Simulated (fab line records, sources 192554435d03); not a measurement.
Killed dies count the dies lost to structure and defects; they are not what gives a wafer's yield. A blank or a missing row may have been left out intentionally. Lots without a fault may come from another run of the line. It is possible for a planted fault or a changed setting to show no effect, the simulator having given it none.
Chamber matching ; flow n5-finfet ; N5_BEOL_M0_ETCH_138 on rie-diel-06: 4 sister chambers
The step etches SiCN in CH3F/O2, target depth 12 nm, time 31.6 s. 4 wafers are shown with their chamber, then 9 later ones without.

## WAFERS WITH THEIR CHAMBER
wafer;chamber;showerhead-plenum-p-Torr (Torr)
L074.3;1;1.99
L086.1;2;2.08
L086.3;3;1.92
L086.5;0;2.06

## WAFERS MISSING THEIR CHAMBER
wafer;showerhead-plenum-p-Torr (Torr)
L087.2;2.08
L087.3;2.06
L087.6;2.06
L094.3;2.08
L094.5;2.06
L094.6;1.91
L096.1;1.91
L096.2;2.08
L096.5;1.91

## CHAMBER TAKEN BY EACH
wafer;from the rows above;in truth
L087.2;2;2
L087.3;0;0
L087.6;0;0
L094.3;2;2
L094.5;0;0
L094.6;3;3
L096.1;3;3
L096.2;2;2
L096.5;3;3
Placed correctly: 9 of 9. From these rows, 0 cannot be placed. Wrongly placed: 0.
How it was worked out, from the rows above alone: a wafer's distance from a chamber is the root of the sum, over the readings, of the square of ((its reading less the chamber's mean) divided by the reading's scatter). The wafer belongs to the nearest chamber; if the next one is less than 2 further off, it can't be placed. For every chamber, the mean is computed from those of its wafers that are shown. The scatter: with one shown wafer a chamber, the root of the mean of the squares of how far each hidden wafer lies from its nearest shown one.
